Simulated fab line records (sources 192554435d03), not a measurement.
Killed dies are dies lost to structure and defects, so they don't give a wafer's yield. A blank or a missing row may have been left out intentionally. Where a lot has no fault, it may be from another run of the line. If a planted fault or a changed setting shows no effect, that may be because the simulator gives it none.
fab line records	flow n5Finfet
[record] lots = 10	wafers = 30	lastDay = 16
route steps=1938 shown BEOL_M1@818 BEOL_M4@1094 BEOL_M5@1116 PASSIVATION@1936
lots that met no fault: taken from a fault-free run of the same line
startH: hours from the record's first day to the start of the lot's first wafer shown	waitH: hours from the lot's prior step to this one	" repeats the value in the row above	L1.1+2: a single row standing in for several wafers	- no value, or no start was given	* or withheld: withheld	< > ~ a bound
route shown NAME@n: a module of which the file shows steps, and the number in the route of the first	usual: mean and standard deviation over wafers with no fault	same: alike in all rows	chamber/n: place in a boat	sites: the reading at each site	_std_site: standard deviation across them	_edge_site: the outer-site mean with the inner-site mean subtracted	radiusMm: for every site, how far away it sits from the centre of the wafer	mask NAME#n: copy n	behind: tool/chamber where the wafer was last shaped	hold: why the lot went on hold/how many hours it stayed there/how the hold came to an end	device: names the non-switching transistor (n, p or np)	end of line: the route-end tests of the same wafers	a step without rows: its recipe alone	killed: count of dies lost to structure and defects at first sort (not the wafer's yield)	map: shows each die of a wafer: x if killed, . if not, _ if none is there
set.NAME: the setting the step ran with; set.NAME@STEP: the setting that earlier step ran with	model.NAME: the simulator's own value behind a step, which no gauge read
steps of the route over a sample of lots; a table a step, a row a wafer
services: a tool's chamber out of use, with start hour (startH, from the record's first day; less than 0 if before it), hours out, and reason
[[steps]]
[step N5_BEOL_M1_SPUTTER_81]
[recipe] material = Cu	targetThkA = 45	tempC = -20	chamberPressurePa = 0.07	powerW = withheld	timeS = 8.29
[usual] throttleValvePct = 30.1/1.2
lot.wafer	tool	chamber	startH	waitH	throttleValvePct
L905.1	pvdSputter-01	-	129.51	0.1	27.9
L905.2	"	-	"	"	30.5
L905.3	"	-	"	"	29.2
L907.1	pvdSputter-01	-	152.63	0.1	30.5
L907.4	"	-	"	"	27.8
L907.5	"	-	"	"	28.8
L908.1	pvdSputter-02	-	155.55	0.1	30.9
L908.3	"	-	"	"	30.8
L908.5	"	-	"	"	31.1
L909.1	pvdSputter-02	-	157.43	0.1	30.8
L909.5	"	-	"	"	31.1
L909.6	"	-	"	"	30.9
L912.1	pvdSputter-02	-	169.90	0.1	30.7
L912.3	"	-	"	"	30.8
L912.5	"	-	"	"	30.9
L911.2	pvdSputter-01	-	170.30	0.1	31.7
L911.3	"	-	"	"	27.8
L911.6	"	-	"	"	28.9
L913.2	pvdSputter-02	-	180.10	0.1	30.6
L913.3	"	-	"	"	31.1
L913.5	"	-	"	"	30.7
L915.1	pvdSputter-02	-	192.72	0.1	30.8
L915.5	"	-	"	"	30.8
L915.6	"	-	"	"	30.9
L917.1	pvdSputter-02	-	203.18	0.1	30.9
L917.3	"	-	"	"	30.8
L917.4	"	-	"	"	31.0
L923.1	pvdSputter-03	-	230.19	0.1	28.8
L923.2	"	-	"	"	30.8
L923.4	"	-	"	"	28.8
[step N5_BEOL_M4_SPUTTER_90]
[recipe] material = Cu	targetThkA = 45	tempC = -20	chamberPressurePa = 0.07	powerW = withheld	timeS = 8.29
[usual] throttleValvePct = 29.7/1.3
lot.wafer	tool	chamber	startH	waitH	throttleValvePct
L905.1	pvdSputter-03	-	167.63	0.1	28.3
L905.2	"	-	"	"	28.6
L905.3	"	-	"	"	30.7
L907.1	pvdSputter-01	-	190.17	0.1	29.0
L907.4	"	-	"	"	28.2
L907.5	"	-	"	"	29.3
L908.1	pvdSputter-03	-	190.34	0.1	28.4
L908.3	"	-	"	"	28.4
L908.5	"	-	"	"	28.6
L909.1	pvdSputter-02	-	196.35	0.1	31.1
L909.5	"	-	"	"	30.9
L909.6	"	-	"	"	30.9
L911.2	pvdSputter-03	-	205.70	0.1	30.8
L911.3	"	-	"	"	28.8
L911.6	"	-	"	"	28.5
L912.1	pvdSputter-01	-	206.02	0.1	31.6
L912.3	"	-	"	"	30.5
L912.5	"	-	"	"	30.5
L913.2	pvdSputter-03	-	209.16	0.1	30.7
L913.3	"	-	"	"	28.6
L913.5	"	-	"	"	28.7
L915.1	pvdSputter-01	-	238.49	0.1	28.8
L915.5	"	-	"	"	29.2
L915.6	"	-	"	"	27.8
L917.1	pvdSputter-02	-	238.53	0.1	30.8
L917.3	"	-	"	"	30.9
L917.4	"	-	"	"	30.8
L923.1	pvdSputter-01	-	271.74	0.1	30.3
L923.2	"	-	"	"	27.8
L923.4	"	-	"	"	29.2
[step N5_BEOL_M4_RS_MEAS_58]
[recipe] thkMeasGauge = four-point-probe	reads = Co_of_BEOL_M4_CO_CAP_55+Cu_of_BEOL_M4_ECD_50+Co_of_BEOL_M4_CVD_47+TaN_of_BEOL_M4_ALD_84
[usual] M4_RS = 0.673/0.027
lot.wafer	tool	chamber	startH	waitH	M4_RS[ohm/sq]
L905.1	filmMetro-02	-	169.36	0.1	0.709
L905.2	"	-	"	"	0.699
L905.3	"	-	"	"	0.736
L907.1	filmMetro-02	-	191.90	0.0	0.700
L907.4	"	-	"	"	0.707
L907.5	"	-	"	"	0.716
L908.1	filmMetro-02	-	192.18	0.1	0.673
L908.3	"	-	"	"	0.650
L908.5	"	-	"	"	0.662
L909.1	filmMetro-01	-	198.09	0.1	0.690
L909.5	"	-	"	"	0.669
L909.6	"	-	"	"	0.662
L911.2	filmMetro-01	-	207.41	0.1	0.723
L911.3	"	-	"	"	0.696
L911.6	"	-	"	"	0.664
L912.1	filmMetro-01	-	207.72	0.0	0.662
L912.3	"	-	"	"	0.670
L912.5	"	-	"	"	0.684
L913.2	filmMetro-01	-	210.99	0.1	0.664
L913.3	"	-	"	"	0.679
L913.5	"	-	"	"	0.669
L915.1	filmMetro-02	-	240.40	0.0	0.666
L915.5	"	-	"	"	0.683
L915.6	"	-	"	"	0.675
L917.1	filmMetro-02	-	240.64	0.1	0.687
L917.3	"	-	"	"	0.664
L917.4	"	-	"	"	0.637
L923.1	filmMetro-02	-	274.56	0.0	0.730
L923.2	"	-	"	"	0.703
L923.4	"	-	"	"	0.692
[step N5_BEOL_M4_RC_MEAS_101]
[usual] DIBL_N = 35.8/1.6	DIBL_P = 36.0/2.1	IOFF_N = 0.153/0.026	IOFF_N_85C = 3.0/0.44	IOFF_N_LIN = 0.072/0.011	IOFF_N_LONG = 5.5e-05/3e-06	IOFF_P = 0.21/0.037	ION_N = 673/11	ION_P = 462/7.6	SS_N = 71.4/0.53	SS_P = 73.2/0.67	VT_N = 250/3.2	VT_N_LONG = 274.6/2.2	VT_N_LVT = 99/3.3	VT_P = -250/3.7
lot.wafer	tool	chamber	startH	waitH	DIBL_N[mV/V]	DIBL_P[mV/V]	IOFF_N[nA/um]	IOFF_N_85C[nA/um]	IOFF_N_LIN[nA/um]	IOFF_N_LONG[nA/um]	IOFF_P[nA/um]	ION_N[uA/um]	ION_P[uA/um]	SS_N[mV/dec]	SS_P[mV/dec]	VT_N[mV]	VT_N_LONG[mV]	VT_N_LVT[mV]	VT_P[mV]
L905.1	prober-02	0	169.42	0.0	37.3	39.2	0.188	3.7	0.089	5.7e-05	0.26	684	476	70.9	74.0	245	270.5	97	-248
L905.2	"	0	"	"	33.5	33.7	0.117	2.5	0.060	5.6e-05	0.17	662	463	71.1	72.5	256	271.6	104	-251
L905.3	"	0	"	"	37.9	38.8	0.207	4.0	0.096	5.7e-05	0.27	700	476	71.1	74.2	243	273.9	94	-245
L907.1	prober-01	0	191.95	0.0	36.7	38.9	0.176	3.4	0.081	5.7e-05	0.28	693	472	71.4	74.1	250	272.7	100	-243
L907.4	"	0	"	"	37.7	40.2	0.201	3.9	0.089	5.7e-05	0.32	682	477	72.1	74.1	246	276.1	98	-240
L907.5	"	0	"	"	35.7	37.7	0.146	2.9	0.068	5.7e-05	0.26	673	470	71.0	73.2	252	272.1	104	-244
L908.1	prober-02	0	192.23	0.0	38.4	37.5	0.175	3.3	0.073	4.9e-05	0.22	679	461	72.8	73.6	251	281.3	103	-251
L908.3	"	0	"	"	39.5	39.5	0.193	3.6	0.084	5e-05	0.27	685	473	72.2	74.4	250	279.2	100	-249
L908.5	"	0	"	"	36.4	35.9	0.144	2.8	0.066	5e-05	0.20	678	464	70.8	73.0	251	279.7	102	-253
L909.1	prober-01	0	198.14	0.0	37.5	36.1	0.193	3.7	0.091	6.3e-05	0.24	691	468	71.4	73.7	245	269.9	95	-246
L909.5	"	0	"	"	37.4	36.3	0.183	3.6	0.087	6.2e-05	0.25	685	471	70.9	73.9	246	271.3	96	-243
L909.6	"	0	"	"	36.8	35.5	0.180	3.5	0.087	6.4e-05	0.24	697	476	70.6	72.9	245	270.3	96	-243
L911.2	prober-02	0	207.61	0.2	37.0	38.7	0.192	3.6	0.088	5.5e-05	0.25	690	467	71.4	73.6	248	275.0	96	-247
L911.3	"	0	"	"	35.2	35.6	0.153	2.9	0.073	5.5e-05	0.20	680	464	71.2	73.2	250	277.0	99	-253
L911.6	"	0	"	"	35.6	36.5	0.159	3.0	0.075	5.5e-05	0.21	670	463	71.8	72.8	252	272.9	98	-250
L912.1	prober-01	0	207.77	0.0	33.7	33.4	0.121	2.5	0.060	5.6e-05	0.17	658	458	70.6	72.8	253	274.0	102	-255
L912.3	"	0	"	"	33.4	32.9	0.111	2.3	0.055	5.4e-05	0.15	653	450	70.4	72.2	254	274.2	104	-253
L912.5	"	0	"	"	31.5	30.3	0.091	1.9	0.047	5.6e-05	0.13	647	445	70.2	72.0	256	278.1	105	-257
L913.2	prober-02	0	211.20	0.2	33.3	32.7	0.107	2.2	0.054	5.3e-05	0.16	663	457	71.0	72.5	257	276.5	103	-256
L913.3	"	0	"	"	36.3	35.2	0.143	2.8	0.066	5.4e-05	0.18	666	453	71.6	73.1	254	275.1	100	-251
L913.5	"	0	"	"	35.0	33.4	0.119	2.4	0.056	5.3e-05	0.17	652	448	71.0	73.6	255	274.6	104	-253
L915.1	prober-01	0	240.45	0.0	36.1	38.3	0.000	0.0	0.000	3.3e-05	0.27	239	469	71.6	74.0	459	478.3	304	-243
L915.5	"	0	"	"	35.8	37.3	0.000	0.0	0.000	3.3e-05	0.27	240	474	71.6	74.0	453	479.0	298	-244
L915.6	"	0	"	"	35.7	36.3	0.000	0.0	0.000	3.3e-05	0.23	238	467	71.9	72.8	455	480.1	307	-248
L917.1	prober-02	0	240.69	0.0	33.4	32.2	0.000	0.0	0.000	3.3e-05	0.16	235	449	71.4	71.8	459	480.2	309	-252
L917.3	"	0	"	"	33.7	32.9	0.000	0.0	0.000	3.2e-05	0.17	235	457	70.6	72.4	462	476.6	309	-251
L917.4	"	0	"	"	36.6	37.2	0.000	0.0	0.000	3.2e-05	0.23	244	465	71.2	73.2	457	476.2	301	-248
L923.1	prober-02	0	274.61	0.0	35.1	34.1	0.127	2.6	0.061	5.4e-05	0.16	657	454	71.6	72.5	253	274.1	101	-257
L923.2	"	0	"	"	35.8	34.5	0.131	2.7	0.063	5.3e-05	0.16	661	452	71.3	72.6	254	276.9	101	-257
L923.4	"	0	"	"	32.7	30.9	0.093	2.0	0.049	5.4e-05	0.12	662	448	70.3	71.9	259	275.2	105	-255
[step N5_BEOL_M5_HM_DEP_02]
[recipe] material = TiN	targetThkA = 200	tempC = 25	chamberPressurePa = 0.49996
[usual] throttleValvePct = 29.9/1.3
lot.wafer	tool	chamber	startH	waitH	throttleValvePct
L905.1	pvdSputter-01	-	171.70	0.7	29.1
L905.2	"	-	"	"	30.7
L905.3	"	-	"	"	28.2
L907.1	pvdSputter-01	-	194.17	0.6	27.8
L907.4	"	-	"	"	31.5
L907.5	"	-	"	"	30.3
L908.1	pvdSputter-01	-	194.31	0.5	29.0
L908.3	"	-	"	"	30.7
L908.5	"	-	"	"	27.8
L909.1	pvdSputter-03	-	200.04	0.3	28.8
L909.5	"	-	"	"	30.8
L909.6	"	-	"	"	28.3
L911.2	pvdSputter-03	-	210.48	1.4	30.8
L911.3	"	-	"	"	28.3
L911.6	"	-	"	"	28.6
L912.1	pvdSputter-02	-	210.50	1.1	31.0
L912.3	"	-	"	"	30.7
L912.5	"	-	"	"	30.8
L913.2	pvdSputter-01	-	214.22	1.6	28.9
L913.3	"	-	"	"	31.6
L913.5	"	-	"	"	29.2
L915.1	pvdSputter-01	-	243.81	1.7	30.5
L915.5	"	-	"	"	31.7
L915.6	"	-	"	"	30.6
L917.1	pvdSputter-03	-	244.08	1.5	30.6
L917.3	"	-	"	"	28.6
L917.4	"	-	"	"	28.3
L923.1	pvdSputter-02	-	279.96	3.7	30.8
L923.2	"	-	"	"	30.9
L923.4	"	-	"	"	31.0
[step N5_PASSIVATION_PROBE_49]
[usual] defectLimitedYield = 91.3/1.5	killed_at_M0_to_M3 = 33/12	killed_at_M4_up = 13/5.2	killedAtContacts = 13/6.7	killedAtFrontEnd = 40/11	killedAtOther = 4.1/2.7	killedDies = 103/17	killedOpen = 69/13	killedShort = 33/8.4	sort_bin_5_function = 5.1/1	sort_bin_6_memory = 3.2/0.62	sort_bin_8_speed = 0.00/0.014	sortNPass = 1077/17	sortYieldPct = 91.3/1.5
[same] grossDies = 1180	killedAtBackSide = 0	sort_bin_4_leakage[%] = 0
lot.wafer	tool	chamber	startH	waitH	defectLimitedYield[%]	killed_at_M0_to_M3	killed_at_M4_up	killedAtContacts	killedAtFrontEnd	killedAtOther	killedDies	killedOpen	killedShort	sort_bin_5_function[%]	sort_bin_6_memory[%]	sort_bin_8_speed[%]	sortNPass	sortYieldPct[%]
L905.1	prober-01	-	270.57	0.0	93.0	30	9	6	36	2	83	57	24	4.3	2.5	0	1097	93.0
L905.2	prober-01	-	270.62	0.1	93.2	20	5	15	40	0	80	62	18	3.7	3.0	0	1100	93.2
L905.3	prober-01	-	270.67	0.1	91.4	27	9	10	48	8	102	72	26	5.0	3.4	0	1078	91.4
L907.1	prober-02	-	297.92	0.0	90.8	15	8	20	55	10	108	64	40	5.8	3.0	0	1072	90.8
L907.4	prober-02	-	298.07	0.2	91.0	26	15	8	54	3	106	60	44	5.7	2.8	0	1074	91.0
L907.5	prober-02	-	298.12	0.2	91.1	19	10	17	49	10	105	68	37	5.6	2.9	0	1075	91.1
L909.1	prober-01	-	299.41	0.0	91.4	39	21	2	30	9	101	71	30	5.5	2.7	0	1079	91.4
L909.5	prober-01	-	299.61	0.2	90.6	45	25	4	26	11	111	73	37	5.8	3.3	0	1069	90.6
L909.6	prober-01	-	299.66	0.3	91.8	27	26	2	36	6	97	64	31	4.3	3.5	0	1083	91.8
L908.1	prober-02	-	303.80	0.0	92.2	44	7	6	31	4	92	59	32	4.2	3.3	0	1088	92.2
L908.3	prober-02	-	303.90	0.1	90.5	44	19	12	31	6	112	75	36	5.4	3.7	0	1068	90.5
L908.5	prober-02	-	304.00	0.2	91.7	44	18	8	26	2	98	56	42	4.8	3.0	0	1082	91.7
L911.2	prober-02	-	315.25	0.1	93.5	18	16	12	25	6	77	47	29	3.4	2.6	0	1103	93.5
L911.3	prober-02	-	315.30	0.1	90.5	57	8	6	35	6	112	65	47	5.8	3.2	0	1068	90.5
L911.6	prober-02	-	315.45	0.3	89.6	42	18	3	54	6	123	67	54	5.8	4.2	0	1057	89.6
L912.1	prober-01	-	316.66	0.0	91.8	35	12	12	38	0	97	66	31	5.0	3.1	0	1083	91.8
L912.3	prober-01	-	316.76	0.1	88.9	38	17	19	54	3	131	87	44	6.2	4.4	0	1049	88.9
L912.5	prober-01	-	316.86	0.2	90.0	32	19	31	36	0	118	80	37	6.3	3.5	0	1062	90.0
L913.2	prober-02	-	319.40	0.1	90.8	23	14	12	57	3	109	74	35	5.6	3.1	0	1071	90.8
L913.3	prober-02	-	319.45	0.1	89.6	46	17	13	46	1	123	83	37	7.1	3.2	0	1057	89.6
L913.5	prober-02	-	319.55	0.2	92.7	15	6	11	52	2	86	56	30	4.9	2.1	0	1094	92.7
L917.1	prober-01	-	344.00	0.0	91.7	17	14	24	41	2	98	67	30	5.2	2.8	91.69	0	0
L917.3	prober-01	-	344.10	0.1	90.8	16	13	15	62	3	109	84	25	5.3	3.6	90.76	0	0
L917.4	prober-01	-	344.15	0.2	91.0	29	18	9	42	8	106	70	35	5.9	2.9	91.02	0	0
L915.1	prober-01	-	364.47	0.0	89.5	37	16	11	54	6	124	83	40	5.9	4.3	89.49	0	0
L915.5	prober-01	-	364.67	0.2	89.3	41	14	25	43	3	126	92	32	7.0	3.5	89.32	0	0
L915.6	prober-01	-	364.72	0.3	90.6	22	19	11	59	0	111	83	28	5.3	3.8	90.59	0	0
L923.1	prober-01	-	390.72	0.0	88.0	61	15	10	54	2	142	108	32	7.4	4.3	0	1038	88.0
L923.2	prober-01	-	390.77	0.1	91.3	37	14	10	39	3	103	69	34	5.6	2.8	0	1077	91.3
L923.4	prober-01	-	390.87	0.2	91.9	31	10	5	44	5	95	66	28	4.7	3.1	0	1085	91.9
// killed by level:class
L905.1 FIN_SAQP:geometricParticle:open=12 BEOL_M1:geometricParticle:open=9 BEOL_M0_SAQP:geometricParticle:short=5 BEOL_M3:geometricParticle:open=5 BEOL_M4:geometricParticle:open=5 MOL_CONTACT_COAG:geometricParticle:open=4 FIN_SAQP:geometricParticle:short=3 GATE_CUT:geometricParticle:open=3
L905.2 MOL_CONTACT_COAG:geometricParticle:open=14 FIN_SAQP:geometricParticle:open=11 STI_FIN_REVEAL:geometricParticle:open=8 BEOL_M0_SAQP:geometricParticle:open=4 GATE_CUT:geometricParticle:open=4 BEOL_M0_SAQP:geometricParticle:short=4 FIN_SAQP:geometricParticle:short=3 ILD0:geometricParticle:open=3
L905.3 FIN_SAQP:geometricParticle:open=18 BEOL_M2:geometricParticle:open=8 MOL_CONTACT_COAG:geometricParticle:open=8 FIN_SAQP:geometricParticle:short=6 STI_FIN_REVEAL:geometricParticle:open=5 BEOL_M0_SAQP:geometricParticle:open=5 BEOL_M0:geometricParticle:open=4 BEOL_M3:geometricParticle:open=4
L907.1 FIN_SAQP:geometricParticle:open=17 MOL_CONTACT_COAG:geometricParticle:open=16 FIN_SAQP:geometricParticle:short=11 GATE_CUT:geometricParticle:short=9 STI_FIN_REVEAL:geometricParticle:open=5 BEOL_M0_SAQP:geometricParticle:open=5 MOL_CONTACT_COAG:geometricParticle:short=4 BEOL_M5:geometricParticle:open=4
L907.4 FIN_SAQP:geometricParticle:open=14 FIN_SAQP:geometricParticle:short=13 GATE_CUT:geometricParticle:short=9 STI_FIN_REVEAL:geometricParticle:open=7 MOL_CONTACT_COAG:geometricParticle:open=6 BEOL_M2:geometricParticle:open=5 BEOL_M3:geometricParticle:open=4 DUMMY_GATE:geometricParticle:open=3
L907.5 FIN_SAQP:geometricParticle:open=18 MOL_CONTACT_COAG:geometricParticle:open=14 STI_FIN_REVEAL:geometricParticle:open=7 BEOL_M0_SAQP:geometricParticle:open=7 GATE_CUT:geometricParticle:short=6 FIN_SAQP:geometricParticle:short=5 STI_FIN_REVEAL:geometricParticle:short=5 GATE_CUT:geometricParticle:open=3
L909.1 BEOL_M4:geometricParticle:open=12 BEOL_M0_SAQP:geometricParticle:short=9 BEOL_M0_SAQP:geometricParticle:open=9 STI_FIN_REVEAL:geometricParticle:open=7 BEOL_M0:geometricParticle:open=6 BEOL_M3:geometricParticle:open=5 FIN_SAQP:geometricParticle:open=4 DUMMY_GATE:geometricParticle:open=3
L909.5 BEOL_M3:geometricParticle:open=12 BEOL_M0_SAQP:geometricParticle:short=10 BEOL_M4:geometricParticle:open=10 BEOL_M0:geometricParticle:open=7 STI_FIN_REVEAL:geometricParticle:open=6 DUMMY_GATE:geometricParticle:open=6 BEOL_M0_SAQP:geometricParticle:open=6 GATE_CUT:geometricParticle:short=4
L909.6 BEOL_M4:geometricParticle:open=18 STI_FIN_REVEAL:geometricParticle:open=14 FIN_SAQP:geometricParticle:open=5 BEOL_M0_SAQP:geometricParticle:short=5 BEOL_M0_SAQP:geometricParticle:open=5 BEOL_M4:geometricParticle:short=5 BEOL_M1:geometricParticle:open=5 BEOL_M3:geometricParticle:open=4
L908.1 BEOL_M0_SAQP:geometricParticle:open=9 BEOL_M0_SAQP:geometricParticle:short=9 BEOL_M2:geometricParticle:open=9 FIN_SAQP:geometricParticle:open=7 BEOL_M1:geometricParticle:open=7 FIN_SAQP:geometricParticle:short=6 MOL_CONTACT_COAG:geometricParticle:open=6 STI_FIN_REVEAL:geometricParticle:open=4
L908.3 BEOL_M0_SAQP:geometricParticle:short=15 MOL_CONTACT_COAG:geometricParticle:open=10 FIN_SAQP:geometricParticle:open=9 STI_FIN_REVEAL:geometricParticle:open=7 BEOL_M0_SAQP:geometricParticle:open=6 BEOL_M1:geometricParticle:open=6 BEOL_M4:geometricParticle:open=5 FIN_SAQP:geometricParticle:short=4
L908.5 BEOL_M0_SAQP:geometricParticle:short=14 BEOL_M3:geometricParticle:open=10 BEOL_M0_SAQP:geometricParticle:open=8 FIN_SAQP:geometricParticle:short=7 MOL_CONTACT_COAG:geometricParticle:open=6 FIN_SAQP:geometricParticle:open=5 BEOL_M2:geometricParticle:open=5 BEOL_M5:geometricParticle:open=5
L911.2 MOL_CONTACT_COAG:geometricParticle:open=11 BEOL_M0_SAQP:geometricParticle:short=7 DUMMY_GATE:geometricParticle:open=6 GATE_CUT:geometricParticle:short=6 STI_FIN_REVEAL:geometricParticle:open=4 BEOL_M0_SAQP:geometricParticle:open=4 BEOL_M1:geometricParticle:open=4 BEOL_M5:geometricParticle:open=4
L911.3 BEOL_M0_SAQP:geometricParticle:open=15 BEOL_M2:geometricParticle:open=13 BEOL_M0_SAQP:geometricParticle:short=10 FIN_SAQP:geometricParticle:short=9 FIN_SAQP:geometricParticle:open=7 STARTING-WAFER:geometricParticle:short=5 MOL_CONTACT_COAG:geometricParticle:open=4 BEOL_M1:geometricParticle:open=4
L911.6 FIN_SAQP:geometricParticle:short=20 BEOL_M0_SAQP:geometricParticle:short=12 FIN_SAQP:geometricParticle:open=10 BEOL_M1:geometricParticle:open=8 STI_FIN_REVEAL:geometricParticle:open=7 BEOL_M0_SAQP:geometricParticle:open=6 BEOL_M4:geometricParticle:open=6 BEOL_M2:geometricParticle:open=4
L912.1 STI_FIN_REVEAL:geometricParticle:open=12 BEOL_M0_SAQP:geometricParticle:short=11 FIN_SAQP:geometricParticle:open=7 DUMMY_GATE:geometricParticle:open=6 MOL_CONTACT_COAG:geometricParticle:open=6 MOL_CONTACT_COAG:geometricParticle:short=6 ILD0:geometricParticle:open=5 BEOL_M2:geometricParticle:open=5
L912.3 MOL_CONTACT_COAG:geometricParticle:open=14 DUMMY_GATE:geometricParticle:open=12 BEOL_M0_SAQP:geometricParticle:open=12 FIN_SAQP:geometricParticle:short=9 STI_FIN_REVEAL:geometricParticle:open=9 BEOL_M0_SAQP:geometricParticle:short=8 BEOL_M4:geometricParticle:open=7 BEOL_M1:geometricParticle:open=6
L912.5 MOL_CONTACT_COAG:geometricParticle:open=27 FIN_SAQP:geometricParticle:open=10 BEOL_M1:geometricParticle:open=9 FIN_SAQP:geometricParticle:short=8 BEOL_M4:geometricParticle:short=8 BEOL_M4:geometricParticle:open=7 BEOL_M2:geometricParticle:open=6 STI_FIN_REVEAL:geometricParticle:open=4
L913.2 FIN_SAQP:geometricParticle:open=23 FIN_SAQP:geometricParticle:short=12 MOL_CONTACT_COAG:geometricParticle:open=9 STI_FIN_REVEAL:geometricParticle:open=7 GATE_CUT:geometricParticle:short=5 BEOL_M0_SAQP:geometricParticle:open=5 BEOL_M0_SAQP:geometricParticle:short=5 DUMMY_GATE:geometricParticle:open=3
L913.3 FIN_SAQP:geometricParticle:short=16 BEOL_M0_SAQP:geometricParticle:open=12 BEOL_M3:geometricParticle:open=12 FIN_SAQP:geometricParticle:open=10 MOL_CONTACT_COAG:geometricParticle:open=9 STI_FIN_REVEAL:geometricParticle:open=8 BEOL_M2:geometricParticle:open=7 BEOL_M7:geometricParticle:open=5
L913.5 FIN_SAQP:geometricParticle:open=17 MOL_CONTACT_COAG:geometricParticle:open=11 STI_FIN_REVEAL:geometricParticle:open=8 GATE_CUT:geometricParticle:short=8 FIN_SAQP:geometricParticle:short=6 GATE_CUT:geometricParticle:open=3 BEOL_M0_SAQP:geometricParticle:short=3 BEOL_M1:geometricParticle:open=3
L917.1 MOL_CONTACT_COAG:geometricParticle:open=19 FIN_SAQP:geometricParticle:open=11 BEOL_M4:geometricParticle:open=8 STI_FIN_REVEAL:geometricParticle:open=7 MOL_CONTACT_COAG:geometricParticle:short=5 FIN_SAQP:geometricParticle:short=4 DUMMY_GATE:geometricParticle:short=4 GATE_CUT:geometricParticle:short=4
L917.3 FIN_SAQP:geometricParticle:open=20 STI_FIN_REVEAL:geometricParticle:open=12 MOL_CONTACT_COAG:geometricParticle:open=11 FIN_SAQP:geometricParticle:short=8 BEOL_M3:geometricParticle:open=8 DUMMY_GATE:geometricParticle:open=7 BEOL_M4:geometricParticle:open=5 MOL_CONTACT_COAG:geometricParticle:short=4
L917.4 STI_FIN_REVEAL:geometricParticle:open=9 MOL_CONTACT_COAG:geometricParticle:open=7 BEOL_M2:geometricParticle:open=7 STARTING-WAFER:geometricParticle:open=6 BEOL_M0_SAQP:geometricParticle:short=5 BEOL_M1:geometricParticle:open=5 BEOL_M5:geometricParticle:open=5 PASS1_CAP:geometricParticle:short=5
L915.1 STI_FIN_REVEAL:geometricParticle:open=18 FIN_SAQP:geometricParticle:open=12 BEOL_M0_SAQP:geometricParticle:short=8 BEOL_M2:geometricParticle:open=7 MOL_CONTACT_COAG:geometricParticle:open=6 BEOL_M3:geometricParticle:open=6 DUMMY_GATE:geometricParticle:open=5 MOL_CONTACT_COAG:geometricParticle:short=5
L915.5 MOL_CONTACT_COAG:geometricParticle:open=24 STI_FIN_REVEAL:geometricParticle:open=18 BEOL_M0_SAQP:geometricParticle:open=11 FIN_SAQP:geometricParticle:open=7 BEOL_M1:geometricParticle:open=5 BEOL_M0:geometricParticle:open=5 FIN_SAQP:geometricParticle:short=4 STI_FIN_REVEAL:geometricParticle:short=4
L915.6 FIN_SAQP:geometricParticle:open=12 STI_FIN_REVEAL:geometricParticle:open=12 FIN_SAQP:geometricParticle:short=10 MOL_CONTACT_COAG:geometricParticle:open=10 BEOL_M1:geometricParticle:open=10 GATE_CUT:geometricParticle:short=7 BEOL_M2:geometricParticle:open=6 BEOL_M5:geometricParticle:open=5
L923.1 STI_FIN_REVEAL:geometricParticle:open=22 BEOL_M3:geometricParticle:open=18 BEOL_M1:geometricParticle:open=11 FIN_SAQP:geometricParticle:open=10 BEOL_M2:geometricParticle:open=8 FIN_SAQP:geometricParticle:short=7 BEOL_M0_SAQP:geometricParticle:open=7 MOL_CONTACT_COAG:geometricParticle:open=6
L923.2 BEOL_M0_SAQP:geometricParticle:open=10 MOL_CONTACT_COAG:geometricParticle:open=10 BEOL_M0_SAQP:geometricParticle:short=10 FIN_SAQP:geometricParticle:short=8 STI_FIN_REVEAL:geometricParticle:open=7 BEOL_M2:geometricParticle:open=6 FIN_SAQP:geometricParticle:open=5 BEOL_M7:geometricParticle:open=4
L923.4 STI_FIN_REVEAL:geometricParticle:open=12 FIN_SAQP:geometricParticle:open=10 BEOL_M1:geometricParticle:open=10 FIN_SAQP:geometricParticle:short=6 BEOL_M0_SAQP:geometricParticle:short=6 BEOL_M0_SAQP:geometricParticle:open=6 MOL_CONTACT_COAG:geometricParticle:open=4 BEOL_M2:geometricParticle:open=4
[[services]]
tool	chamber	startH	hours	kind
pvdSputter-02	-	114.88	19.9	repair
pvdSputter-01	-	143.08	4.3	repair
pvdSputter-03	-	279.46	4.2	repair
[[key]]
[firstSign] step = N5_BEOL_M4_RC_MEAS_101	reading = VT_N_LONG	direction = up	sigmas = 91	usual = 274.6	struck = 478.4
[effect] step = N5_BEOL_M4_RC_MEAS_101	reading = VT_N	direction = up	sigmas = 64	usual = 250	struck = 457
[effect] step = N5_BEOL_M4_RC_MEAS_101	reading = VT_N_LVT	direction = up	sigmas = 63	usual = 99	struck = 305
[effect] step = N5_BEOL_M4_RC_MEAS_101	reading = ION_N	direction = down	sigmas = 40	usual = 673	struck = 239
[effect] step = N5_BEOL_M4_RC_MEAS_101	reading = IOFF_N_LONG	direction = down	sigmas = 7.5	usual = 5.5e-05	struck = 3.3e-05
[effect] step = N5_BEOL_M4_RC_MEAS_101	reading = IOFF_N_85C	direction = down	sigmas = 6.8	usual = 3.0	struck = 0.0
[effect] step = N5_BEOL_M4_RC_MEAS_101	reading = IOFF_N_LIN	direction = down	sigmas = 6.8	usual = 0.072	struck = 0.000
[effect] step = N5_BEOL_M4_RC_MEAS_101	reading = IOFF_N	direction = down	sigmas = 5.8	usual = 0.153	struck = 0.000
[effect] step = N5_PASSIVATION_PROBE_49	reading = sort_bin_8_speed	direction = up	sigmas = 99+	usual = 0.00	struck = 90.48
metAt N5_BEOL_M1_SPUTTER_81
struckLots L915,L917
notActingAt N5_BEOL_M4_SPUTTER_90,N5_BEOL_M4_RS_MEAS_58,N5_BEOL_M5_HM_DEP_02
onsetBetween 180.10 192.72
[earlierFault] kind = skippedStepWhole	tool = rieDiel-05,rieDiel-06	chamber = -	onsetH = 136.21	steps = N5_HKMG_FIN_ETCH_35	scope = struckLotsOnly
[fault] kind = processParameterDrift	tool = pvdSputter-02	chamber = -	onsetH = 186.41	steps = N5_BEOL_M1_SPUTTER_81	channel = powerW	offset = withheld	shape = step	actsIn = *
